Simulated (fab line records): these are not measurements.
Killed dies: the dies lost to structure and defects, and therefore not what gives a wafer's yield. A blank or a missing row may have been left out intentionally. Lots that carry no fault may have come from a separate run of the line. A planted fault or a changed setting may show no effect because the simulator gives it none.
Which tool was responsible? ; flow n5 finfet ; 72 wafers sampled from 24 lots at 1 step of a route of 1938

== WHAT EACH GAUGE READ, for each wafer ==
N5_BEOL_M4_INSPECT_13: inspects for defects (brightfield). Usual: raw defect count 410, standard deviation 79.
lot;measured;on;raw defect count;flag
L074;day 7 10:51;defect inspect-02;607 491 458;
L075;day 8 02:05;defect inspect-01;388 458 353;
L076;day 8 04:02;defect inspect-01;413 323 339;
L077;day 8 04:25;defect inspect-01;438 387 493;
L078;day 8 11:59;defect inspect-01;306 346 417;
L079;day 8 18:44;defect inspect-01;507 565 334;
L080;day 9 04:47;defect inspect-02;462 425 386;
L082;day 9 09:36;defect inspect-02;495 416 599;
L081;day 9 12:23;defect inspect-01;317 379 318;
L083;day 9 16:08;defect inspect-02;506 361 479;
L084;day 9 17:31;defect inspect-02;372 553 513;
L085;day 10 04:43;defect inspect-01;305 255 350;
L086;day 10 18:31;defect inspect-02;392 370 475;
L088;day 10 20:26;defect inspect-01;487 409 386;
L087;day 10 20:36;defect inspect-02;392 546 432;
L089;day 11 14:55;defect inspect-02;396 460 368;
L090;day 11 20:52;defect inspect-01;510 377 323;
L091;day 11 23:19;defect inspect-02;404 374 461;
L093;day 12 03:08;defect inspect-01;345 483 499;
L092;day 12 04:11;defect inspect-01;287 363 327;
L094;day 12 11:32;defect inspect-02;356 357 335;
L095;day 12 14:18;defect inspect-01;407 421 595;
L097;day 13 04:17;defect inspect-01;434 403 328;
L096;day 13 06:20;defect inspect-01;542 365 313;

== TOOL THAT RAN EACH LOT (tool first, then ch and the chambers of the sampled wafers, then the start) ==
The record shows no process step preceding these readings.

== WHAT THE TOOLS THEMSELVES READ (means of the sampled wafers that have a number; where no wafer has one, the mark that the record gives instead) ==
The record holds no such reading with a usual standard deviation.

== THE ANSWER, worked out from the rows above alone ==
Rule: a lot counts as off when the mean over its wafers that have a number is more than 3 standard deviations away from the usual mean. A lot without any number at a reading at which 4 lots or more have one is off too. All remaining lots with rows at the step are treated as sound. First the gauges in route order, then the tools' own readings, where a lot's mean is used as printed above. At the first step where some lot is off, the reading lying furthest off is the one used; lots without a number count as furthest.
None of the lots is off at any reading shown; this tells nothing.

== WHAT HAD BEEN PUT IN BY THE SIMULATOR ==
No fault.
